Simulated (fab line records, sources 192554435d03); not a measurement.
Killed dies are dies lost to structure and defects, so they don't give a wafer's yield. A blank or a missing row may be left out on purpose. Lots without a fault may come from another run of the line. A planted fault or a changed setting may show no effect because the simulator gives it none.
fab line records | flow n5_finfet
record lots=6 wafers=18 last_day=17
route steps=1938 shown BEOL_M10@1518 PASSIVATION@1936
lots that met no fault: from a run of the same line without faults
start_h: hours from the record's first day to the start of the lot's first wafer shown | wait_h: hours since the lot's step before | " the same as in the row above | L1.1+2: a row that stands for several wafers | - no value, or no start given | * or withheld: withheld | < > ~ a bound
route shown NAME@n: a module of which the file shows steps, and the number in the route of the first | usual: mean/standard deviation of fault-free wafers | same: alike in all rows | chamber/n: place in a boat | sites: the reading at each site | _std_site: their standard deviation | _edge_site: outer sites' mean less inner sites' | radius_mm: how far each site lies from the wafer's centre | mask NAME#n: copy n | behind: the tool/chamber that last shaped the wafer | hold: why the lot was held/for how many hours/how that ended | device: the transistor (n, p or np) that didn't switch | end of line: the same wafers' tests at the end of the route | a step without rows: its recipe alone | killed: dies lost to structure and defects at the first sort, not the wafer's yield | map: a wafer's dies, x killed, . not, _ none there
set.NAME: the setting as run; set.NAME@STEP: as run at that earlier step | model.NAME: the simulator's own value behind a step, which no gauge read
lots at some steps of the route; a table a step, a row a wafer
services: from which hour (start_h, from the record's first day; less than 0 if before it) a tool's chamber was out of use, for how many hours, and why
## steps
# step N5_BEOL_M10_PRECLEAN_42
# recipe chemistry=residue_remover time_s=60 temp_c=40
# step N5_BEOL_M10_SRD_43
# recipe time_s=30 temp_c=23 rinse_liquid=diw dry=ipa_marangoni
# step N5_BEOL_M10_CD_MEAS_35
# recipe target_cd_nm=70 polarity=opening
# usual cd_nm=70.2/0.93
# columns lot.wafer tool chamber start_h wait_h cd_nm
L307.3 cd_sem-03 - 245.99 0.0 70.2
L307.4 " - " " 71.4
L307.5 " - " " 70.8
L308.1 cd_sem-02 - 252.59 0.0 70.6
L308.5 " - " " 70.6
L308.6 " - " " 70.8
L313.1 cd_sem-03 - 271.49 0.0 71.9
L313.3 " - " " 71.1
L313.4 " - " " 70.0
L319.1 cd_sem-03 - 305.97 0.0 70.4
L319.4 " - " " 69.6
L319.5 " - " " 69.4
L326.2 cd_sem-03 - 366.56 0.0 70.7
L326.5 " - " " 72.4
L326.6 " - " " 71.9
L328.3 cd_sem-02 - 372.56 0.0 71.2
L328.4 " - " " 69.9
L328.6 " - " " 70.1
# step N5_BEOL_M10_CURE_72
# recipe temp_c=370 time_s=120 ambient=DMADMS/He material=SiCOH_lowk
# usual lamp_power_pct=52.32/0.051 wafer_temp_C_max=372.0/0.67
# columns lot.wafer tool chamber start_h wait_h lamp_power_pct wafer_temp_C_max
L307.3 uv_cure-01 0 246.13 0.1 52.27 373.1
L307.4 " 0 " " 52.37 372.6
L307.5 " 0 " " 52.30 373.4
L308.1 uv_cure-03 1 252.64 0.0 52.30 371.4
L308.5 " 1 " " 52.35 371.3
L308.6 " 1 " " 52.29 371.5
L313.1 uv_cure-03 0 271.53 0.0 52.31 371.8
L313.3 " 0 " " 52.46 372.2
L313.4 " 0 " " 52.27 372.1
L319.1 uv_cure-03 0 306.01 0.0 52.33 371.8
L319.4 " 0 " " 52.32 371.5
L319.5 " 0 " " 52.42 372.6
L326.2 uv_cure-01 1 366.65 0.1 52.30 372.8
L326.5 " 1 " " 52.29 373.0
L326.6 " 1 " " 52.35 372.0
L328.3 uv_cure-01 2 372.70 0.1 52.30 371.6
L328.4 " 2 " " 52.30 371.3
L328.6 " 2 " " 52.28 371.6
# step N5_BEOL_M10_DEGAS_44
# recipe ambient=vacuum temp_c=250 time_s=60
# usual heater_power_w=354/52
# columns lot.wafer tool chamber start_h wait_h heater_power_w
L307.3 pvd_sputter-01 - 246.69 0.5 447
L307.4 " - " " 355
L307.5 " - " " 361
L308.1 pvd_sputter-01 - 253.03 0.3 446
L308.5 " - " " 307
L308.6 " - " " 447
L313.1 pvd_sputter-03 - 272.05 0.5 301
L313.3 " - " " 328
L313.4 " - " " 318
L319.1 pvd_sputter-01 - 306.42 0.4 307
L319.4 " - " " 334
L319.5 " - " " 458
L326.2 pvd_sputter-02 - 367.07 0.4 279
L326.5 " - " " 308
L326.6 " - " " 359
L328.3 pvd_sputter-01 - 372.94 0.2 306
L328.4 " - " " 350
L328.6 " - " " 341
# step N5_BEOL_M10_PRE_CLEAN_45
# recipe gas=H2/He time_s=30 temp_c=250
# usual heater_power_w=353/53
# columns lot.wafer tool chamber start_h wait_h heater_power_w
L307.3 pvd_sputter-01 - 246.73 0.0 449
L307.4 " - " " 348
L307.5 " - " " 353
L308.1 pvd_sputter-01 - 253.07 0.0 452
L308.5 " - " " 309
L308.6 " - " " 446
L313.1 pvd_sputter-03 - 272.09 0.0 299
L313.3 " - " " 318
L313.4 " - " " 316
L319.1 pvd_sputter-01 - 306.46 0.0 299
L319.4 " - " " 353
L319.5 " - " " 455
L326.2 pvd_sputter-02 - 367.11 0.0 280
L326.5 " - " " 305
L326.6 " - " " 351
L328.3 pvd_sputter-01 - 372.98 0.0 307
L328.4 " - " " 346
L328.6 " - " " 344
# step N5_BEOL_M10_ALD_74
# recipe material=TaN target_thk_a=20 temp_c=275 ald_precursor_family=PDMAT ald_co_reactant=NH3 pressure_torr=3 carrier_flow_sccm=1500 pulse_time_s=2 purge_time_s=3 co_reactant_purge_time_s=2 co_reactant_pulse_time_s=3 ald_cycles=40 precursor_vessel_temp_c=75 precursor_vessel_pressure_torr=26.25 precursor_vessel_carrier_sccm=1000
# step N5_BEOL_M10_SURFACE_TREAT_76
# recipe gas=Ar time_s=* ion_energy_ev=* ion_current_ma_cm2=0.5 pressure_mtorr=* ar_flow_sccm=30
# usual throttle_valve_pct=*
# columns lot.wafer tool chamber start_h wait_h throttle_valve_pct
L307.3 pvd_sputter-02 - 248.76 1.8 *
L307.4 " - " " *
L307.5 " - " " *
L308.1 pvd_sputter-01 - 253.50 0.2 *
L308.5 " - " " *
L308.6 " - " " *
L313.1 pvd_sputter-02 - 272.51 0.2 *
L313.3 " - " " *
L313.4 " - " " *
L319.1 pvd_sputter-02 - 306.90 0.2 *
L319.4 " - " " *
L319.5 " - " " *
L326.2 pvd_sputter-02 - 367.47 0.2 *
L326.5 " - " " *
L326.6 " - " " *
L328.3 pvd_sputter-03 - 375.14 2.0 *
L328.4 " - " " *
L328.6 " - " " *
# step N5_BEOL_M10_CVD_75
# recipe material=Co target_thk_a=20 temp_c=withheld precursor=CCTBA/H2 pressure_torr=30 time_s=138.9
# step N5_BEOL_M10_SPUTTER_48
# recipe material=Cu target_thk_a=120 temp_c=-20 bias_v=60 power_w=26000 chamber_pressure_pa=0.13 time_s=2
# step N5_BEOL_M10_ECD_50
# recipe material=Cu target_thk_a=3180
# step N5_BEOL_M10_ANNEAL_51
# recipe temp_c=225 time_s=90 ambient=N2
# usual anneal_temp_c=224.96/0.17 wafer_temp_C_max=226.2/0.44
# columns lot.wafer tool chamber start_h wait_h anneal_temp_c wafer_temp_C_max
L307.3 rtp_anneal-02 0 249.41 0.1 224.83 226.1
L307.4 " 0 " " 225.19 226.3
L307.5 " 0 " " 224.80 226.4
L308.1 rtp_anneal-02 0 254.02 0.1 225.46 226.3
L308.5 " 0 " " 224.78 226.3
L308.6 " 0 " " 225.22 225.8
L313.1 rtp_anneal-01 0 273.19 0.3 224.95 225.9
L313.3 " 0 " " 225.21 225.5
L313.4 " 0 " " 225.24 225.9
L319.1 rtp_anneal-02 0 307.57 0.1 224.94 226.7
L319.4 " 0 " " 224.80 226.0
L319.5 " 0 " " 224.83 226.3
L326.2 rtp_anneal-02 0 368.24 0.3 224.93 226.4
L326.5 " 0 " " 225.03 226.3
L326.6 " 0 " " 224.82 226.5
L328.3 rtp_anneal-02 0 375.89 0.3 225.08 226.7
L328.4 " 0 " " 224.94 226.0
L328.6 " 0 " " 224.92 226.4
# step N5_BEOL_M10_CMP_52
# recipe stop_on=SiCOH_lowk t_overpolish_s=7 down_force_psi=1 platen_rpm=50 clearing_platen_down_force_psi=1.5 clearing_platen_rpm=50 post_cmp_clean=cu_alkaline target_thk_nm=140 clearing_platen_pad_velocity_m_s=0.99484 pad_velocity_m_s=0.99484
# usual barrier_field_endpoint_s=29.1/0.7 motor_current_A=6.2/0.56 overpolish_run_s=7.000/0.009 platen_rpm=50.00/0.032 retaining_ring_pressure_frac=1.000/0.0053 time_to_endpoint_s=67/3.5
# same t_overpolish_s=7
# columns lot.wafer tool chamber start_h wait_h barrier_field_endpoint_s motor_current_A overpolish_run_s platen_rpm retaining_ring_pressure_frac time_to_endpoint_s
L307.3 cmp-02 3 249.69 0.2 29.7 5.4 7.003 49.98 1.001 71
L307.4 " 0 " " 28.6 6.1 6.985 49.99 1.000 59
L307.5 " 1 " " 28.8 6.9 6.986 49.97 0.999 66
L308.1 cmp-02 1 254.33 0.3 28.6 6.6 6.991 50.06 1.003 67
L308.6 " 1 " " 28.0 6.7 7.011 49.99 0.994 65
L308.5 " 2 " " 28.5 6.5 6.992 50.01 1.003 67
L313.1 cmp-02 2 273.48 0.3 29.2 6.9 6.996 49.97 0.996 67
L313.3 " 3 " " 29.3 5.4 7.026 50.03 0.993 69
L313.4 " 1 " " 29.5 6.8 7.007 50.06 1.003 68
L319.4 cmp-02 1 307.90 0.2 29.4 6.9 6.992 49.96 1.007 67
L319.1 " 3 " " 29.7 5.3 7.004 50.00 0.999 70
L319.5 " 1 " " 29.7 6.7 6.999 50.04 1.010 69
L326.2 cmp-02 3 368.61 0.3 27.6 5.1 6.990 52.02 0.993 70
L326.5 " 0 " " 27.0 6.0 7.003 52.01 1.000 63
L326.6 " 1 " " 28.3 6.6 7.016 51.98 1.010 68
L328.4 cmp-02 0 376.09 0.1 27.5 6.0 6.994 51.93 1.000 63
L328.3 " 1 " " 28.2 7.0 6.998 52.05 0.996 68
L328.6 " 0 " " 27.8 5.5 7.005 52.02 1.000 65
# step N5_PASSIVATION_PROBE_49
# usual killed_at_M0_to_M3=33/11 killed_at_M4_up=13/5.2 killed_at_contacts=11/5.7 killed_at_front_end=39/11 killed_at_other=4/3 killed_dies=101/20 killed_open=66/15 killed_short=33/8.4
# same gross_dies=1180 killed_at_back_side=0
# columns lot.wafer tool chamber start_h wait_h killed_at_M0_to_M3 killed_at_M4_up killed_at_contacts killed_at_front_end killed_at_other killed_dies killed_open killed_short
L307.3 prober-01 - 297.43 0.1 34 19 10 40 2 105 69 33
L307.4 prober-01 - 297.48 0.2 32 17 7 39 1 96 67 26
L307.5 prober-01 - 297.53 0.2 32 15 13 44 7 111 83 26
L308.5 prober-01 - 308.28 0.2 26 11 13 30 5 85 57 25
# killed by level:class
L307.3 STI_FIN_REVEAL:geometric_particle:open=17 MOL_CONTACT_COAG:geometric_particle:open=9 BEOL_M4:geometric_particle:open=8 FIN_SAQP:geometric_particle:short=7 BEOL_M0_SAQP:geometric_particle:short=7 BEOL_M2:geometric_particle:open=7 BEOL_M0_SAQP:geometric_particle:open=5 BEOL_M1:geometric_particle:open=4
L307.4 STI_FIN_REVEAL:geometric_particle:open=12 BEOL_M0_SAQP:geometric_particle:open=8 FIN_SAQP:geometric_particle:short=6 MOL_CONTACT_COAG:geometric_particle:open=6 BEOL_M3:geometric_particle:open=6 GATE_CUT:geometric_particle:short=5 BEOL_M0:geometric_particle:open=5 BEOL_M6:geometric_particle:open=5
L307.5 STI_FIN_REVEAL:geometric_particle:open=18 MOL_CONTACT_COAG:geometric_particle:open=10 BEOL_M1:geometric_particle:open=8 BEOL_M0:geometric_particle:open=7 BEOL_M4:geometric_particle:open=7 ILD0:geometric_particle:open=5 BEOL_M0_SAQP:geometric_particle:short=5 GATE_CUT:geometric_particle:short=4
L308.5 MOL_CONTACT_COAG:geometric_particle:open=9 STI_FIN_REVEAL:geometric_particle:open=8 BEOL_M0_SAQP:geometric_particle:short=7 BEOL_M0_SAQP:geometric_particle:open=6 FIN_SAQP:geometric_particle:short=5 DUMMY_GATE:geometric_particle:open=4 BEOL_M3:geometric_particle:open=4 GATE_CUT:geometric_particle:short=4
## services
# columns tool chamber start_h hours kind
uv_cure-03 - 246.66 0.9 repair
cmp-02 - 258.41 2.0 repair
cmp-02 - 262.26 0.8 repair
uv_cure-01 - 283.32 4.6 repair
uv_cure-03 - 284.76 1.0 pm
rtp_anneal-01 - 290.55 5.1 pm
cmp-02 - 325.52 3.7 pm
pvd_sputter-01 - 354.49 2.5 repair
uv_cure-03 - 369.84 4.3 pm
## key
first_sign step=N5_BEOL_M10_CMP_52 reading=platen_rpm direction=up sigmas=62 usual=50.00 struck=52.00
effect step=N5_BEOL_M10_CMP_52 reading=barrier_field_endpoint_s direction=down sigmas=1.9 usual=29.1 struck=27.7
met_at N5_BEOL_M10_CMP_52
struck_wafers L326.2,L326.5,L326.6,L328.3,L328.4,L328.6
tester_left_out L328
onset_between 307.90 368.61
earlier_fault kind=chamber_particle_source tool=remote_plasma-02 chamber=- onset_h=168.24 steps=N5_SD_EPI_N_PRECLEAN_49 rate_per_visit_cm2=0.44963 end_h=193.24
fault kind=process_parameter_drift tool=cmp-02 chamber=- onset_h=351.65 steps=N5_BEOL_M10_CMP_52 channel=platen_rpm offset=2 shape=step end_h=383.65 acts_in=these_recipes_only stated=50
# tester_left_out: of these lots the tester's yield and bins aren't shown, on N5 and GAA mostly nor the transistor test; their killed dies are dies lost to structure and defects alone, not to doping, threshold or leakage, so they don't give the yield
